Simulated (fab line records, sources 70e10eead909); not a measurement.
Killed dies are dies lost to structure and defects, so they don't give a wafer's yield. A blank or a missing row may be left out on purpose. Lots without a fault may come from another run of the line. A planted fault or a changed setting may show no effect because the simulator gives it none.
Which tool did it? | flow nand_harc | 15 lots, 45 wafers sampled, at 1 step of a route of 1302

WHAT THE GAUGES READ, wafer by wafer
NHARC_A_M0_OVL_MEAS_10: pitch 160 nm.
lot  | measured     | on         | overlay_x_nm (nm) | overlay_y_nm (nm)
L983 | day 22 20:57 | overlay-01 | 1.1 0.4 0.8       | -0.3 0.2 0.2
L984 | day 23 12:39 | overlay-02 | 0.2 0.1 0.3       | -0.1 0.3 -0.1
L986 | day 24 00:01 | overlay-01 | -1.3 -1.7 -1.1    | 0.3 -0.4 0.4
L988 | day 24 05:19 | overlay-01 | -1.1 -1.1 -1.0    | -0.9 -1.5 -0.8
L991 | day 25 22:14 | overlay-02 | -0.1 -0.5 0.1     | -1.8 -1.3 -1.2
L990 | day 26 14:28 | overlay-01 | 0.5 -0.2 -0.1     | 0.1 0.6 0.6
L993 | day 27 08:28 | overlay-02 | -0.1 -0.5 -0.1    | 0.5 0.6 0.8
L994 | day 27 12:41 | overlay-02 | -1.5 -0.9 -1.0    | 0.4 0.6 0.0
L995 | day 28 01:28 | overlay-01 | -0.1 0.4 0.5      | 1.0 0.4 1.0
L996 | day 28 07:23 | overlay-01 | 1.0 1.0 0.8       | -1.3 -1.4 -1.0
L997 | day 28 16:42 | overlay-01 | -0.2 -0.1 0.2     | -0.4 -0.2 0.1
L999 | day 29 14:20 | overlay-01 | 0.8 1.0 1.1       | -1.1 -0.3 -0.5
L101 | day 30 13:03 | overlay-01 | 0.5 1.5 0.2       | -0.9 -1.3 -1.6
L105 | day 32 03:53 | overlay-01 | -1.0 -0.1 0.0     | 0.1 -0.5 -0.3
L106 | day 33 03:34 | overlay-02 | 0.0 -0.3 -0.4     | -0.6 -1.0 -0.8

WHICH TOOL RAN EACH LOT (tool, then ch and the chambers of the sampled wafers, then the start)
The record holds no process step before these readings.

WHAT THE TOOLS THEMSELVES READ (means of the sampled wafers that have a number; where no wafer has one, the mark that the record gives instead)
The record holds no such reading with a usual standard deviation.

THE ANSWER, worked out from the rows above alone
Rule: what is usual is taken from the lots themselves. Put in order of their means at a reading, lots are off if they are a third of the lots or fewer, leave a main group of 4 or more, and stand apart from it by a gap of 3 or more times the standard deviation of the main group's means; of several such gaps the widest counts. A main group whose means are all the same, to the digits that the tables above print for the reading, isn't used. A lot without any number at a reading at which 4 lots or more have one is off too. The other lots that the step has rows for count as sound. The gauges are gone through in route order, then the tools' own readings, and for those a lot's mean is taken as printed above. The first step at which some lot is off is used, and at that step the reading that is off furthest; a lot without a number counts as furthest.
No lot is off at any reading shown: from this, nothing can be told.

WHAT THE SIMULATOR HAD PUT IN
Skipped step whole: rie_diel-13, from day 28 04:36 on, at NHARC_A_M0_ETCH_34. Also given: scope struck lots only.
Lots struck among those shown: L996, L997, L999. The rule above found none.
